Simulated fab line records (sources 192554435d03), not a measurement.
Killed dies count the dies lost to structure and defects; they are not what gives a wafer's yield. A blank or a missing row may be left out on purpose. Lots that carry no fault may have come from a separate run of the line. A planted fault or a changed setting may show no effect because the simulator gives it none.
Which tool was responsible? :: flow n5 finfet :: Sampling: 10 lots, 29 wafers, 5 of 1938 route steps

== WHAT THE GAUGES READ, wafer by wafer ==
N5_BEOL_M0_SAQP_CD_MEAS_40 targets a cd of 30 nm. Usual: 29.95 nm for cd nm, sd 0.23.
lot: L588
measured: day 5 18:55
on: cd sem-03
cd nm (nm): 30.05 30.27 30.00
flag: 

lot: L589
measured: day 6 02:08
on: cd sem-01
cd nm (nm): 29.95 29.58 29.89
flag: 

lot: L591
measured: day 6 08:38
on: cd sem-01
cd nm (nm): 30.21 30.47
flag: 

lot: L594
measured: day 7 04:35
on: cd sem-02
cd nm (nm): 30.10 29.90 29.93
flag: 

lot: L595
measured: day 7 09:50
on: cd sem-01
cd nm (nm): 29.90 30.25 29.89
flag: 

lot: L596
measured: day 7 16:00
on: cd sem-03
cd nm (nm): 30.00 29.89 30.05
flag: 

lot: L597
measured: day 7 21:24
on: cd sem-03
cd nm (nm): 30.16 30.14 30.11
flag: 

lot: L598
measured: day 8 05:15
on: cd sem-03
cd nm (nm): 30.14 29.84 30.12
flag: 

lot: L605
measured: day 9 22:49
on: cd sem-02
cd nm (nm): 29.95 30.06 30.11
flag: 

lot: L606
measured: day 10 02:31
on: cd sem-02
cd nm (nm): 29.67 29.68 29.77
flag: 

N5_BEOL_M4_RC_MEAS_101. Usual: DIBL_N 36.5 mV/V, standard deviation 1.9; DIBL_P 36.4 mV/V, standard deviation 2.2; IOFF_N 0.17 nA/um, standard deviation 0.034; IOFF_P 0.21 nA/um, standard deviation 0.036; ION_N 678 uA/um, standard deviation 12; ION_P 462 uA/um, standard deviation 7.1; SS_N 71.7 mV/dec, standard deviation 0.61; SS_P 73.4 mV/dec, standard deviation 0.71; VT_N 249 mV, standard deviation 3.5; VT_P -251 mV, standard deviation 3.
lot: L588
measured: day 8 17:50
on: prober-01
DIBL_N (mV/V): 37.7 36.6 37.5
DIBL_P (mV/V): 37.9 37.3 37.5
IOFF_N (nA/um): 0.21 0.18 0.19
IOFF_P (nA/um): 0.25 0.23 0.23
ION_N (uA/um): 689 679 683
ION_P (uA/um): 467 465 461
SS_N (mV/dec): 72.5 71.9 72.7
SS_P (mV/dec): 74.7 74.8 73.5
VT_N (mV): 244 248 246
VT_P (mV): -249 -250 -251
flag: 

lot: L589
measured: day 8 17:21
on: prober-02
DIBL_N (mV/V): 37.6 40.3 36.1
DIBL_P (mV/V): 37.9 40.5 35.1
IOFF_N (nA/um): 0.16 0.23 0.15
IOFF_P (nA/um): 0.23 0.27 0.18
ION_N (uA/um): 671 691 666
ION_P (uA/um): 455 471 453
SS_N (mV/dec): 71.6 71.8 70.9
SS_P (mV/dec): 73.9 75.4 73.0
VT_N (mV): 248 243 251
VT_P (mV): -250 -247 -253
flag: 

lot: L591
measured: day 9 16:39
on: prober-01
DIBL_N (mV/V): 32.0 36.2
DIBL_P (mV/V): 31.3 37.0
IOFF_N (nA/um): 0.11 0.19
IOFF_P (nA/um): 0.16 0.25
ION_N (uA/um): 660 694
ION_P (uA/um): 462 475
SS_N (mV/dec): 70.6 71.7
SS_P (mV/dec): 72.4 73.5
VT_N (mV): 256 246
VT_P (mV): -253 -248
flag: 

lot: L594
measured: day 9 21:43
on: prober-01
DIBL_N (mV/V): 38.0 38.1 36.9
DIBL_P (mV/V): 36.3 36.2 36.1
IOFF_N (nA/um): 0.18 0.17 0.16
IOFF_P (nA/um): 0.21 0.19 0.21
ION_N (uA/um): 679 669 676
ION_P (uA/um): 458 453 461
SS_N (mV/dec): 71.9 72.0 71.0
SS_P (mV/dec): 73.6 73.5 73.4
VT_N (mV): 250 252 248
VT_P (mV): -251 -255 -249
flag: 

lot: L595
measured: day 10 22:04
on: prober-02
DIBL_N (mV/V): 34.9 35.3 34.3
DIBL_P (mV/V): 34.9 33.9 33.7
IOFF_N (nA/um): 0.15 0.15 0.14
IOFF_P (nA/um): 0.20 0.19 0.19
ION_N (uA/um): 681 666 667
ION_P (uA/um): 470 458 469
SS_N (mV/dec): 71.3 71.8 71.0
SS_P (mV/dec): 73.2 72.7 72.7
VT_N (mV): 247 249 250
VT_P (mV): -250 -248 -253
flag: 

lot: L596
measured: day 10 21:35
on: prober-01
DIBL_N (mV/V): 36.3 36.0 35.0
DIBL_P (mV/V): 34.0 33.9 32.9
IOFF_N (nA/um): 0.13 0.13 0.12
IOFF_P (nA/um): 0.17 0.16 0.16
ION_N (uA/um): 664 671 658
ION_P (uA/um): 456 453 458
SS_N (mV/dec): 70.8 70.9 71.3
SS_P (mV/dec): 72.6 73.0 72.2
VT_N (mV): 253 252 256
VT_P (mV): -258 -255 -256
flag: 

lot: L597
measured: day 11 09:53
on: prober-01
DIBL_N (mV/V): 38.7 37.5 36.0
DIBL_P (mV/V): 38.9 38.0 35.6
IOFF_N (nA/um): 0.20 0.18 0.14
IOFF_P (nA/um): 0.23 0.21 0.17
ION_N (uA/um): 692 691 664
ION_P (uA/um): 470 467 457
SS_N (mV/dec): 72.4 72.1 71.6
SS_P (mV/dec): 74.4 73.2 73.2
VT_N (mV): 244 249 254
VT_P (mV): -250 -252 -256
flag: 

lot: L598
measured: day 11 14:27
on: prober-02
DIBL_N (mV/V): 34.8 35.9 38.4
DIBL_P (mV/V): 36.8 37.5 41.5
IOFF_N (nA/um): 0.14 0.16 0.22
IOFF_P (nA/um): 0.22 0.22 0.30
ION_N (uA/um): 680 672 706
ION_P (uA/um): 472 464 483
SS_N (mV/dec): 71.0 72.0 72.2
SS_P (mV/dec): 72.4 72.7 73.6
VT_N (mV): 249 249 243
VT_P (mV): -247 -249 -243
flag: 

lot: L605
measured: day 13 11:50
on: prober-01
DIBL_N (mV/V): 38.4 36.4 36.3
DIBL_P (mV/V): 39.3 37.1 36.7
IOFF_N (nA/um): 0.20 0.16 0.17
IOFF_P (nA/um): 0.25 0.21 0.21
ION_N (uA/um): 689 674 700
ION_P (uA/um): 470 459 474
SS_N (mV/dec): 71.7 71.1 71.9
SS_P (mV/dec): 73.9 73.2 73.1
VT_N (mV): 244 250 247
VT_P (mV): -248 -251 -251
flag: 

lot: L606
measured: day 13 19:34
on: prober-01
DIBL_N (mV/V): 33.3 33.8 35.5
DIBL_P (mV/V): 34.4 34.5 36.3
IOFF_N (nA/um): 0.14 0.12 0.16
IOFF_P (nA/um): 0.16 0.16 0.19
ION_N (uA/um): 686 662 674
ION_P (uA/um): 462 455 456
SS_N (mV/dec): 72.0 71.7 71.9
SS_P (mV/dec): 72.5 73.3 73.9
VT_N (mV): 250 254 250
VT_P (mV): -254 -253 -253
flag: 

== WHAT TOOL EACH LOT RAN ON (gives the tool, then ch and the chambers of the sampled wafers, and finally the start) ==
lot: L588
N5_BEOL_M0_SAQP_ALD_48: ald sin-02 ch 0,1,2, day 5 19:22
N5_BEOL_M0_CUTY_ETCH_63: rie diel-01 ch 1,2,3, day 5 20:26
N5_BEOL_M0_HM_OPEN_105: rie metal-02 ch 1, day 6 02:25

lot: L589
N5_BEOL_M0_SAQP_ALD_48: ald sin-03 ch 0,2,3, day 6 02:32
N5_BEOL_M0_CUTY_ETCH_63: rie diel-03 ch 0,1,2, day 6 04:16
N5_BEOL_M0_HM_OPEN_105: rie metal-02 ch 0,1, day 6 06:32

lot: L591
N5_BEOL_M0_SAQP_ALD_48: ald sin-02 ch 1,2, day 6 09:02
N5_BEOL_M0_CUTY_ETCH_63: rie diel-04 ch 1, day 6 10:16
N5_BEOL_M0_HM_OPEN_105: rie metal-02 ch 0,1, day 6 13:38

lot: L594
N5_BEOL_M0_SAQP_ALD_48: ald sin-02 ch 1,2,3, day 7 05:02
N5_BEOL_M0_CUTY_ETCH_63: rie diel-03 ch 1,2, day 7 06:07
N5_BEOL_M0_HM_OPEN_105: rie metal-02 ch 0,1, day 7 07:53

lot: L595
N5_BEOL_M0_SAQP_ALD_48: ald sin-03 ch 0,2,3, day 7 10:14
N5_BEOL_M0_CUTY_ETCH_63: rie diel-01 ch 0,3, day 7 11:18
N5_BEOL_M0_HM_OPEN_105: rie metal-01 ch 0,1, day 7 16:07

lot: L596
N5_BEOL_M0_SAQP_ALD_48: ald sin-03 ch 0,3, day 7 16:25
N5_BEOL_M0_CUTY_ETCH_63: rie diel-04 ch 0,1,3, day 7 17:50
N5_BEOL_M0_HM_OPEN_105: rie metal-02 ch 0,1, day 7 18:35

lot: L597
N5_BEOL_M0_SAQP_ALD_48: ald sin-01 ch 1,2,3, day 7 22:21
N5_BEOL_M0_CUTY_ETCH_63: rie diel-03 ch 0,1, day 7 23:32
N5_BEOL_M0_HM_OPEN_105: rie metal-01 ch 0,1, day 7 23:48

lot: L598
N5_BEOL_M0_SAQP_ALD_48: ald sin-02 ch 0,1, day 8 06:04
N5_BEOL_M0_CUTY_ETCH_63: rie diel-03 ch 0,1, day 8 07:24
N5_BEOL_M0_HM_OPEN_105: rie metal-02 ch 0,1, day 8 10:06

lot: L605
N5_BEOL_M0_SAQP_ALD_48: ald sin-02 ch 0,2,3, day 9 23:15
N5_BEOL_M0_CUTY_ETCH_63: rie diel-01 ch 0,1, day 10 00:31
N5_BEOL_M0_HM_OPEN_105: rie metal-03 ch 0,1, day 10 13:04

lot: L606
N5_BEOL_M0_SAQP_ALD_48: ald sin-01 ch 0,3, day 10 03:04
N5_BEOL_M0_CUTY_ETCH_63: rie diel-01 ch 0,1,3, day 10 04:59
N5_BEOL_M0_HM_OPEN_105: rie metal-03 ch 0,1, day 10 18:05
- N5_BEOL_M0_SAQP_ALD_48: deposits SiO2, target thk 20 nm, pulse time 1 s, co reactant pulse time 1 s.
- N5_BEOL_M0_CUTY_ETCH_63: etches SOC in N2/H2, target depth 82.7 nm, overetch 16.5 nm, time 124 s.
- N5_BEOL_M0_HM_OPEN_105: chemistry Cl2/BCl3, target TiN, target depth 12 nm.

== WHAT THE TOOLS THEMSELVES READ (means of the sampled wafers that have a number; where no wafer has one, the mark that the record gives instead) ==
N5_BEOL_M0_SAQP_ALD_48. Usual: chamber pressure Torr 2.000 Torr, standard deviation 0.0042; heater power w 80 W, standard deviation 10; precursor pulse height rel 0.998, standard deviation 0.022; susceptor temp C 99.99 C, standard deviation 0.12.
lot: L588
tool: ald sin-02
chamber pressure Torr (Torr): 2.001
heater power w (W): 85
precursor pulse height rel: 1.013
susceptor temp C (C): 99.99
flag: 

lot: L589
tool: ald sin-03
chamber pressure Torr (Torr): 2.004
heater power w (W): 81
precursor pulse height rel: 1.000
susceptor temp C (C): 99.99
flag: 

lot: L591
tool: ald sin-02
chamber pressure Torr (Torr): 2.000
heater power w (W): 88
precursor pulse height rel: 0.988
susceptor temp C (C): 99.91
flag: 

lot: L594
tool: ald sin-02
chamber pressure Torr (Torr): 2.001
heater power w (W): 82
precursor pulse height rel: 0.988
susceptor temp C (C): 100.05
flag: 

lot: L595
tool: ald sin-03
chamber pressure Torr (Torr): 2.005
heater power w (W): 80
precursor pulse height rel: 0.990
susceptor temp C (C): 100.01
flag: 

lot: L596
tool: ald sin-03
chamber pressure Torr (Torr): 2.000
heater power w (W): 78
precursor pulse height rel: 0.970
susceptor temp C (C): 99.97
flag: 

lot: L597
tool: ald sin-01
chamber pressure Torr (Torr): 1.997
heater power w (W): 80
precursor pulse height rel: 0.999
susceptor temp C (C): 100.02
flag: 

lot: L598
tool: ald sin-02
chamber pressure Torr (Torr): 1.999
heater power w (W): 73
precursor pulse height rel: 0.996
susceptor temp C (C): 100.10
flag: 

lot: L605
tool: ald sin-02
chamber pressure Torr (Torr): 2.001
heater power w (W): 85
precursor pulse height rel: 0.992
susceptor temp C (C): 100.12
flag: 

lot: L606
tool: ald sin-01
chamber pressure Torr (Torr): 2.004
heater power w (W): 75
precursor pulse height rel: 1.006
susceptor temp C (C): 99.95
flag: 

N5_BEOL_M0_CUTY_ETCH_63. Usual: drypump motor current A 5.5 A, standard deviation 0.43; oes product au 0.68 a.u., standard deviation 0.066; rf fwd power W 837.0 W, standard deviation 2.9; rf vpp V 524.1 V, standard deviation 2.7; showerhead plenum p Torr 2.54 Torr, standard deviation 0.093; throttle valve pct 17.71 %, standard deviation 0.24.
lot: L588
tool: rie diel-01
drypump motor current A (A): 5.4
oes product au (a.u.): 0.65
rf fwd power W (W): 839.1
rf vpp V (V): 524.5
showerhead plenum p Torr (Torr): 2.54
throttle valve pct (%): 17.78
flag: 

lot: L589
tool: rie diel-03
drypump motor current A (A): 5.4
oes product au (a.u.): 0.67
rf fwd power W (W): 834.1
rf vpp V (V): 523.5
showerhead plenum p Torr (Torr): 2.54
throttle valve pct (%): 17.67
flag: 

lot: L591
tool: rie diel-04
drypump motor current A (A): 6.5
oes product au (a.u.): 0.73
rf fwd power W (W): 842.7
rf vpp V (V): 522.8
showerhead plenum p Torr (Torr): 2.48
throttle valve pct (%): 18.05
flag: 

lot: L594
tool: rie diel-03
drypump motor current A (A): 5.5
oes product au (a.u.): 0.66
rf fwd power W (W): 836.6
rf vpp V (V): 523.0
showerhead plenum p Torr (Torr): 2.54
throttle valve pct (%): 17.76
flag: 

lot: L595
tool: rie diel-01
drypump motor current A (A): 5.3
oes product au (a.u.): 0.76
rf fwd power W (W): 839.1
rf vpp V (V): 523.0
showerhead plenum p Torr (Torr): 2.52
throttle valve pct (%): 17.58
flag: 

lot: L596
tool: rie diel-04
drypump motor current A (A): 5.8
oes product au (a.u.): 0.69
rf fwd power W (W): 838.4
rf vpp V (V): 524.4
showerhead plenum p Torr (Torr): 2.56
throttle valve pct (%): 17.95
flag: 

lot: L597
tool: rie diel-03
drypump motor current A (A): 5.3
oes product au (a.u.): 0.70
rf fwd power W (W): 838.9
rf vpp V (V): 525.6
showerhead plenum p Torr (Torr): 2.61
throttle valve pct (%): 17.48
flag: 

lot: L598
tool: rie diel-03
drypump motor current A (A): 5.3
oes product au (a.u.): 0.67
rf fwd power W (W): 835.4
rf vpp V (V): 524.0
showerhead plenum p Torr (Torr): 2.53
throttle valve pct (%): 17.64
flag: 

lot: L605
tool: rie diel-01
drypump motor current A (A): 5.3
oes product au (a.u.): 0.73
rf fwd power W (W): 1040.0
rf vpp V (V): 488.5
showerhead plenum p Torr (Torr): 2.57
throttle valve pct (%): 17.62
flag: OFF

lot: L606
tool: rie diel-01
drypump motor current A (A): 5.3
oes product au (a.u.): 0.72
rf fwd power W (W): 1040.6
rf vpp V (V): 488.2
showerhead plenum p Torr (Torr): 2.55
throttle valve pct (%): 17.60
flag: OFF

N5_BEOL_M0_HM_OPEN_105. Usual: bcl3 flow sccm 21.74 sccm, standard deviation 0.069; drypump motor current A 5.5 A, standard deviation 0.46; oes product au 0.70 a.u., standard deviation 0.079; throttle valve pct 21.77 %, standard deviation 0.16.
lot: L588
tool: rie metal-02
bcl3 flow sccm (sccm): 21.72
drypump motor current A (A): 5.5
oes product au (a.u.): 0.76
throttle valve pct (%): 21.64
flag: 

lot: L589
tool: rie metal-02
bcl3 flow sccm (sccm): 21.70
drypump motor current A (A): 5.7
oes product au (a.u.): 0.69
throttle valve pct (%): 21.74
flag: 

lot: L591
tool: rie metal-02
bcl3 flow sccm (sccm): 21.70
drypump motor current A (A): 5.6
oes product au (a.u.): 0.72
throttle valve pct (%): 21.70
flag: 

lot: L594
tool: rie metal-02
bcl3 flow sccm (sccm): 21.80
drypump motor current A (A): 5.7
oes product au (a.u.): 0.69
throttle valve pct (%): 21.74
flag: 

lot: L595
tool: rie metal-01
bcl3 flow sccm (sccm): 21.65
drypump motor current A (A): 5.1
oes product au (a.u.): 0.70
throttle valve pct (%): 21.71
flag: 

lot: L596
tool: rie metal-02
bcl3 flow sccm (sccm): 21.70
drypump motor current A (A): 5.6
oes product au (a.u.): 0.72
throttle valve pct (%): 21.70
flag: 

lot: L597
tool: rie metal-01
bcl3 flow sccm (sccm): 21.68
drypump motor current A (A): 5.1
oes product au (a.u.): 0.70
throttle valve pct (%): 21.71
flag: 

lot: L598
tool: rie metal-02
bcl3 flow sccm (sccm): 21.75
drypump motor current A (A): 5.6
oes product au (a.u.): 0.72
throttle valve pct (%): 21.68
flag: 

lot: L605
tool: rie metal-03
bcl3 flow sccm (sccm): 21.81
drypump motor current A (A): 5.7
oes product au (a.u.): 0.66
throttle valve pct (%): 22.05
flag: 

lot: L606
tool: rie metal-03
bcl3 flow sccm (sccm): 21.75
drypump motor current A (A): 5.8
oes product au (a.u.): 0.66
throttle valve pct (%): 22.06
flag: 

== THE ANSWER, worked out from the rows above alone ==
Rule: a lot is off if the mean of its wafers that have a number lies more than 3 standard deviations from the usual mean. Also off: a lot with no number at a reading for which 4 or more lots have one. Any other lot the step has rows for is counted as sound. The gauges are gone through in route order, then the tools' own readings, and for those a lot's mean is taken as printed above. The first step at which some lot is off is used, and at that step the reading that is off furthest; a lot without a number counts as furthest.
Off: L605, L606, at N5_BEOL_M0_CUTY_ETCH_63 (rf fwd power W).
A tool fits if, at that step or a process step before it, it ran every lot that is off, and no sound lot after the first of them. One candidate fits, namely rie diel-01 at N5_BEOL_M0_CUTY_ETCH_63. Its last sound lot is L595 (day 7 11:18), its first lot that is off L605 (day 10 00:31): a fault that began between those two fits.
The tool's own readings at N5_BEOL_M0_CUTY_ETCH_63 bear it out: on the lots that are off they differ by more than 5 times the standard deviation of the sound lots' means. rf fwd power W reads 1040.3 W there against 838.0 W on the sound lots; rf vpp V reads 488.4 V there against 523.9 V on the sound lots.

== WHAT THE SIMULATOR PUT IN ==
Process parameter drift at N5_BEOL_M0_CUTY_ETCH_63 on rie diel-01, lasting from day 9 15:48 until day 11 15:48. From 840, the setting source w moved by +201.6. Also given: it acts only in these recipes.
Lots struck among those shown: L605, L606. The rule above found the same.
